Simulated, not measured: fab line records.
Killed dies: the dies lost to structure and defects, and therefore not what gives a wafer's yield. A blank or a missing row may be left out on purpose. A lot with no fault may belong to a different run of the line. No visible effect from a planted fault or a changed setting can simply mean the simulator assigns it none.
fab line records -- flow n5-finfet
record: lots: 9, wafers: 27, last-day: 20
route steps=1938 shown BEOL_M4@1037 PASSIVATION@1936
lots untouched by any fault: they come from a run of this same line in which no faults occurred
start-h: hours from the record's first day to the start of the lot's first wafer shown -- wait-h: how many hours have passed since the lot's step before this one -- " repeats the value in the row above -- L1.1+2: a row that stands for several wafers -- - no value, or no start was given -- * or withheld: withheld -- < > ~ a bound
route shown NAME@n: a module of which the file shows steps, and the number in the route of the first -- usual: mean and standard deviation over wafers with no fault -- same: alike in all rows -- chamber/n: place in a boat -- sites: the reading at each site -- _std_site: standard deviation of those values -- _edge_site: inner sites' mean taken away from outer sites' mean -- radius-mm: how far each site lies from the wafer's centre -- mask NAME#n: copy n -- behind: the most recent tool/chamber to have shaped the wafer -- hold: why the lot went on hold/how many hours it stayed there/how the hold came to an end -- device: the transistor (n, p or np) that didn't switch -- end of line: the route-end tests of the same wafers -- a step with no rows: only its recipe -- killed: dies lost to structure and defects at the first sort, not the wafer's yield -- map: per-die view of a wafer (x killed, . not killed, _ where there is no die)
set.NAME: the setting as run; set.NAME@STEP: as run at that earlier step -- model.NAME: the simulator's own value behind a step, which no gauge read
steps of the route over a sample of lots; a table a step, a row a wafer
services: from which hour (start-h, from the record's first day; less than 0 if before it) a tool's chamber was out of use, for how many hours, and why
== steps ==
step: N5_BEOL_M4_DESCUM_16
recipe: chemistry: O2, time-s: 7, source-power-w: 50, bias-power-w: 20, pressure-mtorr: 20, rf-frequency-hz: 2.712e+07, temp-c: 40, resist: CAR-EUV, o2-flow-sccm: 225
usual: drypump-motor-current-A: 5.8/0.41, oes-product-au: 0.76/0.085, rf-vpp-V: 243.2/1.1, showerhead-plenum-p-Torr: 2.10/0.04, throttle-valve-pct: 20.38/0.17
same: time-s: 7
lot.wafer,tool,chamber,start-h,wait-h,drypump-motor-current-A,oes-product-au,rf-hours-counter-h,rf-vpp-V,showerhead-plenum-p-Torr,throttle-valve-pct
L463.3,rie-diel-04,2,183.24,0.0,6.2,0.73,184,243.9,2.09,20.45
L463.4,rie-diel-04,0,183.24,0.0,6.0,0.68,225,243.1,2.07,20.31
L463.5,rie-diel-04,0,183.24,0.0,6.0,0.68,-,242.7,2.07,20.29
L464.2,rie-diel-05,0,218.03,0.1,6.1,0.74,145,242.7,2.09,20.45
L464.4,rie-diel-05,2,218.03,0.1,5.7,0.71,-,242.6,2.08,20.28
L464.6,rie-diel-05,3,218.03,0.1,5.5,0.74,-,244.6,2.16,20.33
L471.3,rie-diel-04,3,241.18,0.0,5.3,0.66,237,244.2,2.14,20.54
L471.5,rie-diel-04,3,241.18,0.0,5.3,0.66,-,244.1,2.14,20.55
L471.6,rie-diel-04,2,241.18,0.0,6.2,0.72,-,242.2,2.08,20.48
L472.1,rie-diel-02,2,242.77,0.1,4.9,0.72,189,243.4,2.08,20.70
L472.5,rie-diel-02,0,242.77,0.1,6.2,0.83,-,243.0,2.12,20.40
L472.6,rie-diel-02,1,242.77,0.1,5.7,0.71,-,242.6,2.07,20.49
L481.2,rie-diel-04,0,265.71,0.0,6.0,0.97,1,241.3,2.06,20.00
L481.3,rie-diel-04,3,265.71,0.0,5.4,0.66,248,244.3,2.14,20.57
L481.4,rie-diel-04,1,265.71,0.0,5.3,0.68,-,243.8,2.14,20.38
L480.1,rie-diel-05,0,301.91,0.0,6.1,0.72,173,244.0,2.08,20.51
L480.3,rie-diel-05,1,301.91,0.0,6.3,0.82,82,242.1,2.03,20.21
L480.4,rie-diel-05,3,301.91,0.0,5.5,0.71,211,243.3,2.16,20.36
L486.1,rie-diel-02,3,323.12,0.0,5.8,0.92,21,243.7,2.13,20.17
L486.2,rie-diel-02,1,323.12,0.0,5.7,0.69,233,242.6,2.05,20.53
L486.6,rie-diel-02,0,323.12,0.0,6.2,0.79,-,243.2,2.11,20.45
L484.1,rie-diel-04,1,340.02,0.1,5.3,0.94,10,243.3,2.13,20.01
L484.4,rie-diel-04,3,340.02,0.1,5.3,0.93,19,243.7,2.13,20.26
L484.6,rie-diel-04,1,340.02,0.1,5.3,0.94,-,243.8,2.13,19.98
L483.1,rie-diel-04,0,345.17,0.0,6.0,0.87,29,242.8,2.05,20.05
L483.2,rie-diel-04,2,345.17,0.0,6.2,0.69,245,241.7,2.07,20.53
L483.6,rie-diel-04,3,345.17,0.0,5.3,0.91,-,244.2,2.13,20.26
step: N5_BEOL_M4_ETCH_69
recipe: chemistry: CF4, target: SiARC, target-depth-a: 156, mask-material: CAR-EUV, time-s: 26, ion-energy-ev: 80, pressure-mtorr: 40, source-w: 545, bias-w: 36, Ar_flow_sccm: 100, cf4-flow-sccm: 100, ends: cleared
usual: drypump-motor-current-A: 5.8/0.43, etch-rf-on-time-s: 26.08/0.27, oes-product-au: 0.63/0.06, rf-vpp-V: 184.2/0.96, showerhead-plenum-p-Torr: 2.14/0.041, throttle-valve-pct: 15.63/0.17
lot.wafer,tool,chamber,start-h,wait-h,drypump-motor-current-A,etch-rf-on-time-s,oes-product-au,rf-hours-counter-h,rf-vpp-V,showerhead-plenum-p-Torr,throttle-valve-pct
L463.3,rie-diel-05,0,184.32,0.0,6.1,26.15,0.64,130,183.3,2.15,15.64
L463.4,rie-diel-05,3,184.32,0.0,5.5,26.41,0.63,169,184.9,2.22,15.59
L463.5,rie-diel-05,2,184.32,0.0,5.7,26.21,0.61,-,183.0,2.13,15.47
L464.2,rie-diel-02,2,219.04,0.0,4.9,26.11,0.62,176,183.8,2.13,15.87
L464.4,rie-diel-02,2,219.04,0.0,4.9,26.19,0.62,-,184.1,2.13,15.87
L464.6,rie-diel-02,0,219.04,0.0,6.2,26.35,0.70,-,183.7,2.16,15.49
L471.3,rie-diel-05,3,242.71,0.0,5.5,26.31,0.62,192,186.3,2.21,15.64
L471.5,rie-diel-05,0,242.71,0.0,6.1,26.15,0.62,-,183.6,2.14,15.69
L471.6,rie-diel-05,1,242.71,0.0,6.3,25.84,0.71,-,185.1,2.09,15.35
L472.1,rie-diel-04,0,244.10,0.0,6.0,26.19,0.56,250,183.9,2.11,15.63
L472.5,rie-diel-04,2,244.10,0.0,6.2,25.62,0.62,-,184.2,2.12,15.69
L472.6,rie-diel-04,1,244.10,0.0,5.3,26.58,0.58,-,186.0,2.20,15.65
L481.2,rie-diel-05,0,266.64,0.0,6.1,26.07,0.62,162,183.8,2.14,15.71
L481.3,rie-diel-05,3,266.64,0.0,5.5,26.45,0.61,199,184.7,2.21,15.66
L481.4,rie-diel-05,1,266.64,0.0,6.3,25.60,0.70,71,183.4,2.09,15.36
L480.1,rie-diel-02,1,302.92,0.0,5.7,25.64,0.60,226,183.2,2.12,15.84
L480.3,rie-diel-02,0,302.92,0.0,6.2,26.21,0.67,111,183.7,2.15,15.57
L480.4,rie-diel-02,3,302.92,0.0,5.8,25.48,0.80,13,184.5,2.18,15.36
L486.1,rie-diel-05,0,324.05,0.0,6.1,25.84,0.61,180,183.4,2.13,15.75
L486.2,rie-diel-05,1,324.05,0.0,6.3,25.79,0.69,87,183.4,2.08,15.40
L486.6,rie-diel-05,1,324.05,0.0,6.3,26.22,0.68,-,183.6,2.08,15.41
L484.1,rie-diel-05,3,341.06,0.0,5.5,26.11,0.60,227,184.2,2.20,15.71
L484.4,rie-diel-05,0,341.06,0.0,6.1,25.84,0.60,-,185.3,2.13,15.76
L484.6,rie-diel-05,3,341.06,0.0,5.5,26.25,0.59,-,184.3,2.20,15.72
L483.1,rie-diel-04,2,346.12,0.0,6.3,25.95,0.60,245,183.3,2.11,15.74
L483.2,rie-diel-04,3,346.12,0.0,5.3,25.59,0.78,21,184.5,2.19,15.46
L483.6,rie-diel-04,3,346.12,0.0,5.3,25.67,0.78,-,184.6,2.19,15.48
step: N5_BEOL_M4_ETCH_70
recipe: chemistry: N2/H2, target: SOC, target-depth-a: 800, overetch-a: 240, mask-material: SiARC, temp-c: 40, time-s: 130, ion-energy-ev: 200, pressure-mtorr: 30, source-w: 840, bias-w: 150, n2-flow-sccm: 200, h2-flow-sccm: 200
usual: drypump-motor-current-A: 5.7/0.43, n2-flow-sccm: 200.0/0.58, oes-product-au: 0.57/0.069, rf-vpp-V: 524.1/1.5, run-length-s: 153.3/0.47, showerhead-plenum-p-Torr: 2.55/0.048, throttle-valve-pct: 17.81/0.2
lot.wafer,tool,chamber,start-h,wait-h,drypump-motor-current-A,n2-flow-sccm,oes-product-au,rf-hours-counter-h,rf-vpp-V,run-length-s,showerhead-plenum-p-Torr,throttle-valve-pct
L463.3,rie-diel-04,2,206.44,0.0,6.3,200.8,0.54,194,523.3,153.1,2.52,17.78
L463.4,rie-diel-04,1,206.44,0.0,5.4,199.6,0.52,219,525.0,153.8,2.62,17.81
L463.5,rie-diel-04,3,206.44,0.0,5.3,199.4,0.50,-,525.5,153.2,2.61,18.04
L464.2,rie-diel-02,1,238.11,0.0,5.7,200.1,0.53,197,523.7,154.2,2.53,17.97
L464.4,rie-diel-02,0,238.11,0.0,6.2,200.7,0.61,-,526.1,153.2,2.56,17.71
L464.6,rie-diel-02,2,238.11,0.0,4.9,200.5,0.53,-,525.1,152.4,2.53,18.16
L471.3,rie-diel-02,1,270.40,0.0,5.7,200.0,0.52,214,521.7,153.8,2.52,17.99
L471.5,rie-diel-02,0,270.40,0.0,6.2,199.2,0.60,-,524.1,153.4,2.56,17.74
L471.6,rie-diel-02,1,270.40,0.0,5.7,199.9,0.52,-,522.8,153.6,2.52,17.99
L472.1,rie-diel-02,0,270.88,0.0,6.2,199.6,0.59,100,525.0,153.3,2.56,17.74
L472.5,rie-diel-02,2,270.88,0.0,4.9,200.5,0.63,-,524.0,128.7,2.52,18.18
L472.6,rie-diel-02,1,270.88,0.0,5.7,200.6,0.52,-,523.3,153.8,2.52,17.99
L481.2,rie-diel-05,1,291.69,0.0,6.3,199.4,0.59,79,522.3,153.4,2.47,17.45
L481.3,rie-diel-05,0,291.69,0.0,6.1,200.4,0.53,169,522.7,153.9,2.53,17.88
L481.4,rie-diel-05,3,291.69,0.0,5.5,200.4,0.52,207,527.4,152.7,2.63,17.82
L480.1,rie-diel-05,0,317.64,0.0,6.1,199.4,0.53,179,524.1,153.7,2.53,17.88
L480.3,rie-diel-05,1,317.64,0.0,6.3,200.3,0.59,86,521.3,153.7,2.46,17.48
L480.4,rie-diel-05,3,317.64,0.0,5.5,199.4,0.53,217,525.9,152.9,2.62,17.84
L486.1,rie-diel-04,2,343.02,0.0,6.2,200.5,0.51,244,523.1,153.1,2.50,17.86
L486.2,rie-diel-04,0,343.02,0.0,6.0,201.3,0.65,27,523.2,152.8,2.49,17.45
L486.6,rie-diel-04,1,343.02,0.0,5.3,199.7,0.68,-,525.7,154.1,2.60,17.44
L484.1,rie-diel-02,1,359.60,0.0,5.7,200.0,0.51,246,522.8,153.8,2.51,18.04
L484.4,rie-diel-02,0,359.60,0.0,6.2,199.5,0.57,131,524.1,153.1,2.54,17.79
L484.6,rie-diel-02,2,359.60,0.0,4.9,200.4,0.51,-,522.0,152.8,2.51,18.22
L483.1,rie-diel-04,1,362.78,0.0,5.4,199.8,0.68,17,523.9,153.8,2.60,17.43
L483.2,rie-diel-04,0,362.78,0.0,6.0,200.3,0.64,35,522.4,153.1,2.49,17.48
L483.6,rie-diel-04,0,362.78,0.0,6.0,200.5,0.63,-,521.4,153.1,2.49,17.49
step: N5_BEOL_M4_PRE_CLEAN_45
recipe: gas: H2/He, time-s: 30, temp-c: 250
usual: heater-power-w: 333/28
same: time-s: 30
lot.wafer,tool,chamber,start-h,wait-h,heater-power-w
L463.3,pvd-sputter-01,-,207.07,0.0,376
L463.4,pvd-sputter-01,-,207.07,0.0,336
L463.5,pvd-sputter-01,-,207.07,0.0,369
L464.2,pvd-sputter-03,-,240.62,0.0,294
L464.4,pvd-sputter-03,-,240.62,0.0,362
L464.6,pvd-sputter-03,-,240.62,0.0,298
L471.3,pvd-sputter-02,-,271.59,0.0,334
L471.5,pvd-sputter-02,-,271.59,0.0,349
L471.6,pvd-sputter-02,-,271.59,0.0,314
L472.1,pvd-sputter-03,-,271.86,0.0,293
L472.5,pvd-sputter-03,-,271.86,0.0,371
L472.6,pvd-sputter-03,-,271.86,0.0,302
L481.2,pvd-sputter-03,-,292.37,0.0,357
L481.3,pvd-sputter-03,-,292.37,0.0,298
L481.4,pvd-sputter-03,-,292.37,0.0,298
L480.1,pvd-sputter-03,-,318.42,0.0,302
L480.3,pvd-sputter-03,-,318.42,0.0,352
L480.4,pvd-sputter-03,-,318.42,0.0,303
L486.1,pvd-sputter-03,-,343.70,0.0,367
L486.2,pvd-sputter-03,-,343.70,0.0,295
L486.6,pvd-sputter-03,-,343.70,0.0,307
L484.1,pvd-sputter-01,-,360.36,0.0,298
L484.4,pvd-sputter-01,-,360.36,0.0,374
L484.6,pvd-sputter-01,-,360.36,0.0,340
L483.1,pvd-sputter-03,-,364.01,0.0,361
L483.2,pvd-sputter-03,-,364.01,0.0,304
L483.6,pvd-sputter-03,-,364.01,0.0,348
step: N5_BEOL_M4_RC_MEAS_101
usual: DIBL_N: 36.0/1.3, DIBL_P: 36.2/1.7, IOFF_N: 0.155/0.024, IOFF_P: 0.21/0.034, ION_N: 674/9, ION_P: 463/7.1, SS_N: 71.4/0.5, SS_P: 73.4/0.57, VT_N: 250.0/2.8, VT_P: -251/3.2
lot.wafer,tool,chamber,start-h,wait-h,DIBL_N[mV/V],DIBL_P[mV/V],IOFF_N[nA/um],IOFF_P[nA/um],ION_N[uA/um],ION_P[uA/um],SS_N[mV/dec],SS_P[mV/dec],VT_N[mV],VT_P[mV]
L463.3,prober-01,0,211.10,0.3,34.4,34.2,0.113,0.17,654,457,70.8,72.5,255.3,-254
L463.4,prober-01,0,211.10,0.3,32.8,32.1,0.097,0.14,654,454,70.5,72.9,255.2,-256
L463.5,prober-01,0,211.10,0.3,34.7,34.6,0.123,0.18,664,460,71.1,73.6,254.6,-253
L464.2,prober-01,0,244.66,0.3,35.0,35.0,0.125,0.17,663,455,71.2,73.1,253.3,-254
L464.4,prober-01,0,244.66,0.3,37.0,37.2,0.158,0.20,673,454,72.1,73.6,252.0,-251
L464.6,prober-01,0,244.66,0.3,36.8,37.1,0.155,0.20,667,458,71.5,73.3,248.5,-251
L471.3,prober-02,0,275.80,0.3,36.0,37.5,0.157,0.21,672,459,71.7,73.4,250.7,-251
L471.5,prober-02,0,275.80,0.3,35.0,35.7,0.144,0.18,667,452,71.4,73.0,251.3,-252
L471.6,prober-02,0,275.80,0.3,35.2,36.4,0.153,0.19,678,462,70.7,74.2,250.9,-251
L472.1,prober-01,0,276.14,0.0,37.8,37.2,0.186,0.20,682,457,72.0,73.3,248.8,-254
L472.5,prober-01,0,276.14,0.0,35.8,35.1,0.156,0.18,681,458,70.8,73.1,248.2,-255
L472.6,prober-01,0,276.14,0.0,36.3,35.3,0.159,0.18,671,460,70.4,73.6,250.2,-255
L481.2,prober-02,0,296.02,0.2,38.0,38.1,0.182,0.29,677,472,71.6,74.0,249.0,-244
L481.3,prober-02,0,296.02,0.2,38.5,38.8,0.194,0.30,677,472,72.2,74.7,250.4,-244
L481.4,prober-02,0,296.02,0.2,37.6,37.3,0.169,0.27,682,474,71.2,73.8,250.2,-244
L480.1,prober-01,0,322.20,0.0,35.4,37.6,0.143,0.19,670,459,71.4,73.7,252.1,-254
L480.3,prober-01,0,322.20,0.0,34.7,37.2,0.137,0.18,666,456,71.4,73.1,250.1,-253
L480.4,prober-01,0,322.20,0.0,35.4,38.1,0.149,0.20,676,467,72.0,73.9,250.3,-251
L486.1,prober-01,0,347.71,0.0,35.7,34.9,0.135,0.20,676,464,70.9,73.0,251.9,-251
L486.2,prober-01,0,347.71,0.0,34.8,34.3,0.120,0.19,668,464,71.0,72.4,255.6,-249
L486.6,prober-01,0,347.71,0.0,34.3,34.5,0.121,0.19,664,464,70.4,72.5,253.3,-250
L483.1,prober-01,0,369.43,0.0,34.5,35.1,0.136,0.18,669,456,70.9,73.0,251.0,-253
L483.2,prober-01,0,369.43,0.0,36.4,37.7,0.172,0.22,680,468,71.4,73.1,246.8,-251
L483.6,prober-01,0,369.43,0.0,35.0,35.5,0.146,0.19,671,467,71.5,72.6,249.7,-251
L484.1,prober-01,0,373.59,0.0,34.7,32.5,0.112,0.16,663,452,71.0,73.3,256.1,-255
L484.4,prober-01,0,373.59,0.0,35.3,34.4,0.135,0.18,673,460,70.2,72.5,253.0,-251
L484.6,prober-01,0,373.59,0.0,35.4,33.5,0.127,0.17,668,458,70.6,72.5,254.5,-253
step: N5_PASSIVATION_PROBE_49
usual: defect-limited-yield: 90.8/1.7, killed_at_M0_to_M3: 37/12, killed_at_M4_up: 15/5.6, killed-at-contacts: 13/6.9, killed-at-front-end: 40/11, killed-at-other: 4/3.2, killed-dies: 109/20, killed-open: 73/15, killed-short: 35/8.3, sort_bin_5_function: 5.4/1.1, sort_bin_6_memory: 3.5/0.73, sort-n-pass: 1071/20, sort-yield-pct: 90.8/1.7
same: gross-dies: 1180, killed-at-back-side: 0, sort_bin_4_leakage[%]: 0, sort_bin_8_speed[%]: 0
lot.wafer,tool,chamber,start-h,wait-h,defect-limited-yield[%],killed_at_M0_to_M3,killed_at_M4_up,killed-at-contacts,killed-at-front-end,killed-at-other,killed-dies,killed-open,killed-short,sort_bin_5_function[%],sort_bin_6_memory[%],sort-n-pass,sort-yield-pct[%]
L484.1,prober-02,-,482.32,0.0,89.5,47,18,7,50,2,124,85,37,6.4,3.8,1056,89.5
L484.4,prober-02,-,482.47,0.2,90.7,29,20,12,44,5,110,71,37,6.4,2.8,1070,90.7
L484.6,prober-02,-,482.57,0.3,92.4,31,11,9,35,4,90,62,24,4.3,2.9,1090,92.4
killed by level:class
L484.1 BEOL_M0_SAQP:geometric-particle:short=13 BEOL_M3:geometric-particle:open=12 STI_FIN_REVEAL:geometric-particle:open=9 BEOL_M0_SAQP:geometric-particle:open=8 BEOL_M4:geometric-particle:open=8 GATE_CUT:geometric-particle:short=7 GATE_CUT:geometric-particle:open=7 BEOL_M0:geometric-particle:open=7
L484.4 FIN_SAQP:geometric-particle:open=9 DUMMY_GATE:geometric-particle:open=9 MOL_CONTACT_COAG:geometric-particle:open=9 BEOL_M0_SAQP:geometric-particle:short=7 BEOL_M4:geometric-particle:open=6 STI_FIN_REVEAL:geometric-particle:open=5 BEOL_M1:geometric-particle:open=5 DUMMY_GATE:geometric-particle:short=4
L484.6 MOL_CONTACT_COAG:geometric-particle:open=8 BEOL_M3:geometric-particle:open=7 FIN_SAQP:geometric-particle:open=6 STI_FIN_REVEAL:geometric-particle:open=6 BEOL_M0_SAQP:geometric-particle:open=5 BEOL_M0:geometric-particle:open=5 BEOL_M2:geometric-particle:open=5 BEOL_M4:geometric-particle:open=5
== services ==
tool,chamber,start-h,hours,kind
rie-diel-02,-,187.57,0.5,repair
rie-diel-05,1,217.15,4.6,repair
rie-diel-02,1,217.15,5.2,repair
rie-diel-04,3,230.56,7.6,repair
rie-diel-04,0,244.50,-,clean
rie-diel-04,0,244.50,-,consumable-replace:focus-ring
rie-diel-04,0,244.50,19.1,scheduled-down
rie-diel-04,0,244.50,19.1,vent-cycle
rie-diel-04,2,263.68,2.8,repair
rie-diel-04,3,271.32,-,clean
rie-diel-04,3,271.32,-,consumable-replace:focus-ring
rie-diel-04,3,271.32,13.8,scheduled-down
rie-diel-04,3,271.32,13.8,vent-cycle
rie-diel-04,-,278.67,4.3,pm
rie-diel-04,1,290.93,-,clean
rie-diel-04,1,290.93,-,consumable-replace:focus-ring
rie-diel-04,1,290.93,23.5,scheduled-down
rie-diel-04,1,290.93,23.5,vent-cycle
rie-diel-05,1,302.74,4.3,repair
rie-diel-02,2,303.28,3.9,repair
rie-diel-04,2,360.94,-,clean
rie-diel-04,2,360.94,-,consumable-replace:focus-ring
rie-diel-04,2,360.94,16.2,scheduled-down
rie-diel-04,2,360.94,16.2,vent-cycle
== key ==
first-sign: step: N5_BEOL_M4_ETCH_70, reading: run-length-s, direction: down, sigmas: 52, usual: *, struck: *
effect none on later readings
met-at N5_BEOL_M4_ETCH_70
struck-lots L472
struck-wafers L472.5
not-acting-at N5_BEOL_M4_DESCUM_16,N5_BEOL_M4_ETCH_69,N5_BEOL_M4_PRE_CLEAN_45
onset-between 270.40 270.88
fault: kind: process-parameter-drift, tool: rie-diel-02, chamber: -, onset-h: 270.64, steps: N5_BEOL_M4_ETCH_70, channel: time-s, offset: *, shape: step, end-h: 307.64, scope: struck-wafers-only, acts-in: *, stated: *
